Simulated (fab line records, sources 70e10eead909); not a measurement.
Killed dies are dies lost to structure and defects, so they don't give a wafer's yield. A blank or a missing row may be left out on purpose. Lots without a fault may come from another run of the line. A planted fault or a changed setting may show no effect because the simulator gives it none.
A struck lot beside a sound one | flow nand_harc | 14 steps out of a route of 1302
Sound: wafers L456.1, L456.2, L456.5. Struck: wafer L463.1. (L463.4 of the same lot was not struck and is left out.) The cause comes at the end.
At each step with rows: each side's tool, then ch and its chambers, then its first start. Under that, the readings that differ: sound wafers | struck wafers | difference of the means | sigmas: that difference in standard deviations of wafers without a fault.
alike: readings whose means differ by less than 2 such deviations, and words and numbers that are the same on both sides. not compared: withheld readings, readings that some wafer has no value for, bounds like >300 that may hide the same value, and numbers for which the record gives no deviation and whose values overlap.
The two part at a step that has a row with sigmas, a row that says differs or no value, or rows on one side only. Numbers that don't overlap but have no deviation are shown without sigmas and don't part them. A reading that every wafer of one side lacks parts them only if that side has two wafers or more.

first, 5 steps without rows for these wafers: NHARC_A_STAIRCASE_EBR_213; NHARC_A_STAIRCASE_EXPOSE_214 (exposes mask STAIR 3); NHARC_A_STAIRCASE_PEB_215 (peb time 130 s); NHARC_A_STAIRCASE_DEVELOP_216 (time 140 s); NHARC_A_STAIRCASE_HARDBAKE_218 (time 140 s).
NHARC_A_STAIRCASE_DESCUM_219: chemistry O2, time 3 s.
  sound on rie_diel-04 ch 0,2,3, day 18 18:58; struck on rie_diel-04 ch 1, day 20 23:47
  reading      | sound          | struck | difference | sigmas
  rf_vpp_V (V) | 57.3 57.5 56.9 | 59.1   | +1.9       | +2
  alike: drypump_motor_current_A, oes_product_au, showerhead_plenum_p_Torr, throttle_valve_pct
  not compared: rf_hours_counter_h
NHARC_A_STAIRCASE_TRIM_220: chemistry O2, time 211.2 s.
  sound on rie_diel-04 ch 0,3, day 18 19:02; struck on rie_diel-04 ch 3, day 20 23:52
  alike: drypump_motor_current_A, oes_product_au, rf_vpp_V, showerhead_plenum_p_Torr, throttle_valve_pct
  not compared: rf_hours_counter_h
NHARC_A_STAIRCASE_ETCH_221: etches the open film in C4F8/O2, target depth 100 nm, time 40.5 s.
  sound on rie_diel-04 ch 1,2; struck on rie_diel-04 ch 0
  alike: oes_product_au, rf_fwd_power_W, rf_vpp_V, run_length_s
  not compared: rf_hours_counter_h
then, 1 step without rows for these wafers: NHARC_A_STAIRCASE_TRIM_222 (chemistry O2, time 211.2 s).
NHARC_A_STAIRCASE_ETCH_223: etches the open film in C4F8/O2, target depth 100 nm, time 40.5 s.
  sound on rie_diel-04 ch 0,2; struck on rie_diel-04 ch 0
  alike: oes_product_au, rf_fwd_power_W, rf_vpp_V, run_length_s
  not compared: rf_hours_counter_h
then, 1 step without rows for these wafers: NHARC_A_STAIRCASE_TRIM_224 (chemistry O2, time 211.2 s).
NHARC_A_STAIRCASE_ETCH_225: etches the open film in C4F8/O2, target depth 100 nm, time 40.5 s.
  sound on rie_diel-04 ch 1,2,3, day 18 19:39; struck on rie_diel-04 ch 2, day 21 00:30
  reading          | sound          | struck | difference | sigmas
  run_length_s (s) | 62.3 62.3 61.4 | 52.4   | -9.6       | -18
  alike: oes_product_au, rf_vpp_V
  not compared: rf_fwd_power_W, rf_hours_counter_h
NHARC_A_STAIRCASE_TRIM_226: chemistry O2, time 211.2 s.
  sound on rie_diel-04 ch 1,2,3; struck on rie_diel-04 ch 3
  alike: drypump_motor_current_A, oes_product_au, rf_vpp_V, showerhead_plenum_p_Torr, throttle_valve_pct
  not compared: rf_hours_counter_h
-- the record jumps here: 8 days lie between the struck wafers' starts before and after (it left off in module A_STAIRCASE and takes up again in module END, whose first step shown is number 1302 of the route) --
NHARC_END_SORT_01:
  the record has rows for the struck wafers here (prober-01 ch 0, day 29 05:30) and none for the sound ones

WHERE THEY PART
First at NHARC_A_STAIRCASE_DESCUM_219; last, within this record, at NHARC_END_SORT_01.

WHY: what the simulator had put in
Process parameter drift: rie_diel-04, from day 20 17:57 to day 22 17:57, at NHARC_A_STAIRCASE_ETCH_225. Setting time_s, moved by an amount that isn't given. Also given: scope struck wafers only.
